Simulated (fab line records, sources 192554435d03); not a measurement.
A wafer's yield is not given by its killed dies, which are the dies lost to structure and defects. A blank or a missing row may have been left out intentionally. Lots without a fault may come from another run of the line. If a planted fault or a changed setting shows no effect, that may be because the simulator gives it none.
fab line records | flow n5_finfet | part 2 of 2: steps 19 to 25 of 25
record lots=5 | wafers=15 | last_day=18
route steps=1938 shown BEOL_M8@1351
lots that met no fault: taken from a fault-free run of the same line
start_h: the number of hours between the record's first day and the start of the first shown wafer of the lot | wait_h: hours elapsed since this lot's preceding step | " as in the row above | L1.1+2: one row covering several wafers at once | - no value present, or no start provided | * or withheld: withheld | < > ~ a bound
route shown NAME@n: names a module that has steps shown in the file, with the first one's number in the route | usual: mean/standard deviation taken from wafers without a fault | same: alike in all rows | chamber/n: place in a boat | sites: each site's reading | _std_site: the standard deviation of these | _edge_site: inner sites' mean taken away from outer sites' mean | radius_mm: how far each site lies from the wafer's centre | mask NAME#n: copy n | behind: tool/chamber where the wafer was last shaped | hold: cause of the lot's hold/its duration in hours/its outcome | device: transistor that didn't switch, given as n, p or np | end of line: the route-end tests of the same wafers | a step without rows: its recipe alone | killed: count of dies lost to structure and defects at first sort (not the wafer's yield) | map: a wafer's dies, marking killed ones x, the rest . and places with no die _
set.NAME: setting as actually run; set.NAME@STEP: the setting as run at that earlier step | model.NAME: the simulator's own value behind a step, which no gauge read
a table for each step, a row for each wafer; lots at some steps of the route
services: from which hour (start_h, from the record's first day; less than 0 if before it) a tool's chamber was out of use, for how many hours, and why
## steps
# step N5_BEOL_M8_ETCH_72
# recipe chemistry=N2/H2 | target=underlayer | target_depth_a=65 | mask_material=CAR-EUV | time_s=5.2 | ion_energy_ev=200 | pressure_mtorr=30 | source_w=840 | bias_w=150 | n2_flow_sccm=200 | h2_flow_sccm=200 | ends=cleared
# usual drypump_motor_current_A=5.5/0.39 | etch_rf_on_time_s=5.18/0.088 | oes_product_au=0.70/0.066 | rf_vpp_V=524.0/2.7 | showerhead_plenum_p_Torr=2.55/0.087 | throttle_valve_pct=17.9/0.32
lot.wafer | tool        | chamber | start_h | wait_h | drypump_motor_current_A | etch_rf_on_time_s | oes_product_au | rf_hours_counter_h | rf_vpp_V | showerhead_plenum_p_Torr | throttle_valve_pct
L086.1    | rie_diel-04 | 1       | 275.44  | 0.0    | 5.8                     | 5.12              | 0.75           | 36                 | 525.3    | 2.59                     | 17.7
L086.4    | "           | 3       | "       | "      | 5.5                     | 5.03              | 0.73           | 69                 | 522.6    | 2.57                     | 17.4
L086.5    | "           | 0       | "       | "      | 5.4                     | 5.20              | 0.66           | -                  | 526.6    | 2.68                     | 18.2
L091.2    | rie_diel-06 | 1       | 299.46  | 0.0    | 5.3                     | 5.15              | 0.62           | 180                | 520.1    | 2.43                     | 18.3
L091.3    | "           | 2       | "       | "      | 5.0                     | 5.19              | 0.66           | 134                | 520.2    | 2.45                     | 18.1
L091.6    | "           | 3       | "       | "      | 6.5                     | 5.24              | 0.58           | -                  | 525.3    | 2.61                     | 18.2
L096.3    | rie_diel-06 | 2       | 344.92  | 0.0    | 5.0                     | 5.21              | 0.65           | 152                | 520.5    | 2.44                     | 18.2
L096.5    | "           | 3       | "       | "      | 6.5                     | 5.01              | 0.83           | -                  | 526.1    | 2.60                     | 17.9
L096.6    | "           | 1       | "       | "      | 5.4                     | 5.19              | 0.60           | -                  | 522.3    | 2.43                     | 18.3
L095.1    | rie_diel-06 | 1       | 349.14  | 0.0    | 5.3                     | 5.08              | 0.61           | 200                | 519.4    | 2.43                     | 18.3
L095.3    | "           | 2       | "       | "      | 5.0                     | 5.18              | 0.65           | 154                | 520.4    | 2.44                     | 18.2
L095.5    | "           | 1       | "       | "      | 5.3                     | 5.07              | 0.60           | -                  | 521.1    | 2.43                     | 18.3
L097.1    | rie_diel-06 | 3       | 352.72  | 0.0    | 6.5                     | 4.99              | 0.82           | 9                  | 524.4    | 2.60                     | 17.8
L097.3    | "           | 2       | "       | "      | 4.9                     | 5.15              | 0.64           | 155                | 522.5    | 2.44                     | 18.1
L097.6    | "           | 3       | "       | "      | 6.5                     | 4.99              | 0.82           | -                  | 524.8    | 2.60                     | 17.8
# step N5_BEOL_M8_ETCH_65
# recipe chemistry=CF4 | target=SiARC | target_depth_a=156 | mask_material=CAR-EUV | time_s=26 | ion_energy_ev=80 | pressure_mtorr=40 | source_w=545 | bias_w=36 | Ar_flow_sccm=100 | cf4_flow_sccm=100 | ends=cleared
# usual drypump_motor_current_A=5.5/0.39 | etch_rf_on_time_s=26.0/0.39 | oes_product_au=0.70/0.065 | rf_vpp_V=183.9/1.2 | showerhead_plenum_p_Torr=2.15/0.069 | throttle_valve_pct=15.61/0.28
lot.wafer | tool        | chamber | start_h | wait_h | drypump_motor_current_A | etch_rf_on_time_s | oes_product_au | rf_hours_counter_h | rf_vpp_V | showerhead_plenum_p_Torr | throttle_valve_pct
L086.1    | rie_diel-04 | 1       | 275.46  | 0.0    | 5.8                     | 25.8              | 0.75           | 36                 | 183.9    | 2.18                     | 15.44
L086.4    | "           | 3       | "       | "      | 5.5                     | 25.5              | 0.73           | 69                 | 183.8    | 2.17                     | 15.17
L086.5    | "           | 0       | "       | "      | 5.4                     | 25.7              | 0.67           | -                  | 185.2    | 2.24                     | 15.84
L091.2    | rie_diel-06 | 1       | 299.48  | 0.0    | 5.3                     | 25.7              | 0.62           | 180                | 181.9    | 2.05                     | 15.98
L091.3    | "           | 2       | "       | "      | 5.0                     | 26.4              | 0.67           | 134                | 182.5    | 2.07                     | 15.86
L091.6    | "           | 3       | "       | "      | 6.5                     | 26.5              | 0.59           | -                  | 185.5    | 2.19                     | 15.86
L096.3    | rie_diel-06 | 2       | 344.93  | 0.0    | 5.0                     | 26.4              | 0.63           | 152                | 182.9    | 2.07                     | 15.89
L096.5    | "           | 3       | "       | "      | 6.5                     | 25.5              | 0.82           | -                  | 185.4    | 2.19                     | 15.40
L096.6    | "           | 1       | "       | "      | 5.3                     | 26.0              | 0.60           | -                  | 182.6    | 2.04                     | 16.00
L095.1    | rie_diel-06 | 1       | 349.15  | 0.0    | 5.3                     | 25.9              | 0.60           | 200                | 183.1    | 2.04                     | 16.02
L095.3    | "           | 2       | "       | "      | 5.0                     | 26.2              | 0.64           | 154                | 182.7    | 2.07                     | 15.91
L095.5    | "           | 1       | "       | "      | 5.3                     | 25.9              | 0.60           | -                  | 183.3    | 2.04                     | 16.03
L097.1    | rie_diel-06 | 3       | 352.74  | 0.0    | 6.5                     | 25.4              | 0.81           | 9                  | 184.9    | 2.19                     | 15.41
L097.3    | "           | 2       | "       | "      | 5.0                     | 26.2              | 0.65           | 155                | 183.5    | 2.07                     | 15.89
L097.6    | "           | 3       | "       | "      | 6.5                     | 25.5              | 0.81           | -                  | 185.4    | 2.19                     | 15.40
# step N5_BEOL_M8_ETCH_66
# recipe chemistry=N2/H2 | target=SOC | target_depth_a=800 | overetch_a=160 | mask_material=SiARC | temp_c=40 | time_s=120 | ion_energy_ev=200 | pressure_mtorr=30 | source_w=840 | bias_w=150 | n2_flow_sccm=200 | h2_flow_sccm=200
# usual drypump_motor_current_A=5.5/0.39 | oes_product_au=0.62/0.057 | rf_vpp_V=524.1/2.6 | showerhead_plenum_p_Torr=2.55/0.087 | throttle_valve_pct=17.8/0.31
lot.wafer | tool        | chamber | start_h | wait_h | drypump_motor_current_A | oes_product_au | rf_hours_counter_h | rf_vpp_V | showerhead_plenum_p_Torr | throttle_valve_pct
L086.1    | rie_diel-04 | 1       | 275.49  | 0.0    | 5.7                     | 0.67           | 36                 | 524.6    | 2.59                     | 17.7
L086.4    | "           | 3       | "       | "      | 5.5                     | 0.65           | 69                 | 526.1    | 2.57                     | 17.3
L086.5    | "           | 0       | "       | "      | 5.4                     | 0.60           | -                  | 528.8    | 2.68                     | 18.2
L091.2    | rie_diel-06 | 1       | 299.51  | 0.0    | 5.3                     | 0.56           | 180                | 520.5    | 2.43                     | 18.2
L091.3    | "           | 2       | "       | "      | 5.0                     | 0.59           | 134                | 521.4    | 2.45                     | 18.0
L091.6    | "           | 3       | "       | "      | 6.5                     | 0.53           | -                  | 526.9    | 2.61                     | 18.2
L096.3    | rie_diel-06 | 2       | 344.96  | 0.0    | 5.0                     | 0.58           | 152                | 520.8    | 2.44                     | 18.1
L096.5    | "           | 3       | "       | "      | 6.5                     | 0.73           | -                  | 525.6    | 2.60                     | 17.8
L096.6    | "           | 1       | "       | "      | 5.3                     | 0.54           | -                  | 519.7    | 2.43                     | 18.2
L095.1    | rie_diel-06 | 1       | 349.18  | 0.0    | 5.3                     | 0.54           | 200                | 520.6    | 2.43                     | 18.2
L095.3    | "           | 2       | "       | "      | 5.0                     | 0.58           | 154                | 521.0    | 2.44                     | 18.1
L095.5    | "           | 1       | "       | "      | 5.3                     | 0.54           | -                  | 521.2    | 2.43                     | 18.2
L097.1    | rie_diel-06 | 3       | 352.77  | 0.0    | 6.5                     | 0.71           | 9                  | 524.6    | 2.60                     | 17.8
L097.3    | "           | 2       | "       | "      | 5.0                     | 0.58           | 155                | 521.6    | 2.44                     | 18.1
L097.6    | "           | 3       | "       | "      | 6.5                     | 0.72           | -                  | 526.1    | 2.60                     | 17.8
# step N5_BEOL_M8_STRIP_69
# recipe chemistry=N2/H2 | temp_c=40 | n2_flow_sccm=200 | h2_flow_sccm=200 | rf_frequency_hz=6e+07
lot.wafer  | tool        | chamber | start_h | wait_h
L086.1+4+5 | rie_diel-04 | 1,3,0   | 275.57  | 0.0
L091.2+3+6 | rie_diel-06 | 1,2,3   | 299.59  | 0.0
L096.3+5+6 | rie_diel-06 | 2,3,1   | 345.04  | 0.0
L095.1+3+5 | rie_diel-06 | 1,2,1   | 349.26  | 0.0
L097.1+3+6 | rie_diel-06 | 3,2,3   | 352.85  | 0.0
# step N5_BEOL_M8_STRIP_73
# recipe chemistry=N2/H2 | temp_c=40 | n2_flow_sccm=200 | h2_flow_sccm=200 | rf_frequency_hz=6e+07
lot.wafer  | tool        | chamber | start_h | wait_h
L086.1+4+5 | rie_diel-04 | 1,3,0   | 275.58  | 0.0
L091.2+3+6 | rie_diel-06 | 1,2,3   | 299.60  | 0.0
L096.3+5+6 | rie_diel-06 | 2,3,1   | 345.05  | 0.0
L095.1+3+5 | rie_diel-06 | 1,2,1   | 349.27  | 0.0
L097.1+3+6 | rie_diel-06 | 3,2,3   | 352.86  | 0.0
# step N5_BEOL_M8_VIA_ETCH_34
# recipe chemistry=C4F6/O2 | target=SiCOH_lowk | target_depth_a=1255 | mask_material=SOC | taper_deg=4 | time_s=50.5 | ion_energy_ev=250 | pressure_mtorr=30 | source_w=345 | bias_w=185 | Ar_flow_sccm=300 | C4F6_flow_sccm=10 | O2_flow_sccm=10
# usual drypump_motor_current_A=5.5/0.39 | oes_product_au=0.81/0.078 | rf_vpp_V=666/6.9 | showerhead_plenum_p_Torr=2.86/0.091 | throttle_valve_pct=20.92/0.28
lot.wafer | tool        | chamber | start_h | wait_h | drypump_motor_current_A | oes_product_au | rf_hours_counter_h | rf_vpp_V | showerhead_plenum_p_Torr | throttle_valve_pct
L086.1    | rie_diel-04 | 1       | 275.59  | 0.0    | 5.8                     | 0.88           | 36                 | 667      | 2.91                     | 20.78
L086.4    | "           | 3       | "       | "      | 5.5                     | 0.84           | 69                 | 663      | 2.88                     | 20.42
L086.5    | "           | 0       | "       | "      | 5.4                     | 0.78           | -                  | 665      | 2.98                     | 21.17
L091.2    | rie_diel-06 | 1       | 299.61  | 0.0    | 5.3                     | 0.71           | 180                | 656      | 2.72                     | 21.25
L091.3    | "           | 2       | "       | "      | 4.9                     | 0.77           | 134                | 663      | 2.76                     | 21.19
L091.6    | "           | 3       | "       | "      | 6.5                     | 0.68           | -                  | 673      | 2.92                     | 21.14
L096.3    | rie_diel-06 | 2       | 345.06  | 0.0    | 5.0                     | 0.75           | 152                | 661      | 2.75                     | 21.23
L096.5    | "           | 3       | "       | "      | 6.5                     | 0.97           | -                  | 673      | 2.91                     | 20.80
L096.6    | "           | 1       | "       | "      | 5.3                     | 0.70           | -                  | 657      | 2.71                     | 21.26
L095.1    | rie_diel-06 | 1       | 349.28  | 0.0    | 5.3                     | 0.70           | 200                | 657      | 2.71                     | 21.28
L095.3    | "           | 2       | "       | "      | 5.0                     | 0.75           | 154                | 662      | 2.75                     | 21.23
L095.5    | "           | 1       | "       | "      | 5.3                     | 0.70           | -                  | 656      | 2.71                     | 21.27
L097.1    | rie_diel-06 | 3       | 352.87  | 0.0    | 6.5                     | 0.94           | 9                  | 674      | 2.91                     | 20.80
L097.3    | "           | 2       | "       | "      | 5.0                     | 0.76           | 155                | 661      | 2.75                     | 21.25
L097.6    | "           | 3       | "       | "      | 6.5                     | 0.96           | -                  | 673      | 2.91                     | 20.80
# step N5_BEOL_M8_STRIP_76
# recipe chemistry=C4F6/O2 | resist=SiARC | rf_frequency_hz=6e+07
lot.wafer  | tool        | chamber | start_h | wait_h
L086.1+4+5 | rie_diel-04 | 1,3,0   | 275.63  | 0.0
L091.2+3+6 | rie_diel-06 | 1,2,3   | 299.65  | 0.0
L096.3+5+6 | rie_diel-06 | 2,3,1   | 345.10  | 0.0
L095.1+3+5 | rie_diel-06 | 1,2,1   | 349.32  | 0.0
L097.1+3+6 | rie_diel-06 | 3,2,3   | 352.91  | 0.0
## services
tool           | chamber | start_h | hours | kind
rie_metal-02   | 0       | 249.11  | 16.4  | repair
rie_metal-01   | 0       | 249.94  | 7.1   | repair
euv_scanner-01 | -       | 250.49  | 5.0   | repair
euv_scanner-01 | -       | 258.99  | 4.6   | pm
euv_scanner-01 | -       | 265.45  | 1.0   | pm
rie_diel-03    | 2       | 276.78  | 12.1  | repair
euv_scanner-02 | -       | 282.58  | 1.0   | pm
rie_metal-03   | 0       | 285.62  | 1.4   | repair
euv_scanner-01 | -       | 291.84  | 0.9   | repair
rie_metal-03   | -       | 296.71  | 2.8   | pm
euv_scanner-02 | -       | 306.65  | 4.6   | pm
rie_metal-01   | -       | 307.96  | 1.4   | pm
rie_diel-06    | 3       | 311.90  | -     | clean
rie_diel-06    | 3       | 311.90  | -     | consumable_replace:focus_ring
rie_diel-06    | 3       | 311.90  | 18.8  | scheduled_down
rie_diel-06    | 3       | 311.90  | 18.8  | vent_cycle
euv_scanner-01 | -       | 321.60  | 1.0   | pm
rie_metal-03   | 1       | 329.18  | 5.2   | repair
rie_diel-03    | 1       | 329.69  | 7.5   | repair
rie_diel-03    | 3       | 332.74  | 11.1  | repair
rie_diel-06    | 0       | 338.64  | 15.8  | repair
euv_scanner-02 | -       | 338.73  | 1.0   | pm
rie_metal-01   | -       | 343.31  | 8.0   | repair
rie_diel-03    | -       | 344.70  | 2.8   | pm
